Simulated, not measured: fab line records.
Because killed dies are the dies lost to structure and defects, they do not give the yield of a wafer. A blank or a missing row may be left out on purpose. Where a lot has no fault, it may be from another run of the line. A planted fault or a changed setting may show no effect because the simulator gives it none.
Split-lot experiment    flow n5Finfet    on a route of 1938 steps: 7 lots, 21 wafers read

== ABOUT THE SPLIT ==
At N5_BEOL_M4_EXPOSE_25 (exposes mask V3, defocus 5 nm), the setting doseMj was moved away from the recipe's 63 on 7 of the 21 wafers read, by -6.0% to +4.1%. For the rest of the wafers, this setting stayed at what the recipe calls for.

== FROM THE SPLIT TO THE READING: what the file shows between them, 2 steps ==
- N5_BEOL_M4_PEB_26: peb time 60 s
- N5_BEOL_M4_DEVELOP_27: develop time 30 s

== THE READING ==
cdNm, in nm, at N5_BEOL_M4_CD_MEAS_28 (target cd 26.2 nm, target cd y 24.1 nm). Fault-free wafers of this fab line usually give 26.21 nm, standard deviation 0.22 nm.

wafer   tool, chamber at the split  doseMj as run  against the recipe  cdNm, nm  against lot-mates on the recipe
L078.1  euvScanner-01, 0            63             recipe              26.31     -
L078.4  euvScanner-01, 0            59.2           -6.0%               25.09     -1.22
L078.6  euvScanner-01, 0            59.2           -6.0%               24.97     -1.34
L079.2  euvScanner-02, 0            63             recipe              26.17     -
L079.3  euvScanner-02, 0            63             recipe              26.21     -
L079.5  euvScanner-02, 0            59.44          -5.7%               25.15     -1.04
L089.2  euvScanner-01, 0            63             recipe              25.85     -
L089.4  euvScanner-01, 0            61.03          -3.1%               25.20     -0.55
L089.5  euvScanner-01, 0            63             recipe              25.64     -
L092.2  euvScanner-02, 0            65.57          +4.1%               26.55     +0.42
L092.3  euvScanner-02, 0            65.57          +4.1%               26.98     +0.85
L092.5  euvScanner-02, 0            63             recipe              26.13     -
L091.1  euvScanner-01, 0            63             recipe              26.27     -
L091.3  euvScanner-01, 0            63             recipe              26.34     -
L091.4  euvScanner-01, 0            59.27          -5.9%               25.25     -1.05
L093.3  euvScanner-02, 0            63             recipe              26.31     -
L093.5  euvScanner-02, 0            63             recipe              26.03     -
L093.6  euvScanner-02, 0            63             recipe              26.04     -
L097.2  euvScanner-01, 0            63             recipe              26.32     -
L097.3  euvScanner-01, 0            63             recipe              25.97     -
L097.4  euvScanner-01, 0            63             recipe              26.26     -

THE FIT
A straight line over all 21 wafers: cdNm changes by +0.173 nm for each +1% of doseMj; r = +0.93; the points scatter about the line by 0.21 nm.
The same after taking each lot's own level away (the mean of its wafers on the recipe; 21 wafers): +0.186 nm for each +1%; r = +0.97; scatter 0.13 nm.
The reading moves by 1.1 nm for the largest change in doseMj, on that fit.
From 25.745 to 26.310 nm: that is the span of the lots' own levels, equal to 2.6 times the standard deviation above.
The two slopes agree, so the slope changes little with the lot-to-lot level.
Check: for one of the wafers moved furthest among these (-6.0%), held out of the fit, the line's prediction against its lot-mates is -1.13 nm. Against them it came out at -1.22 nm.

== THE FILE'S OWN FIT ==
cdNm changes by +0.186 nm for each +1% of doseMj, r = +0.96.
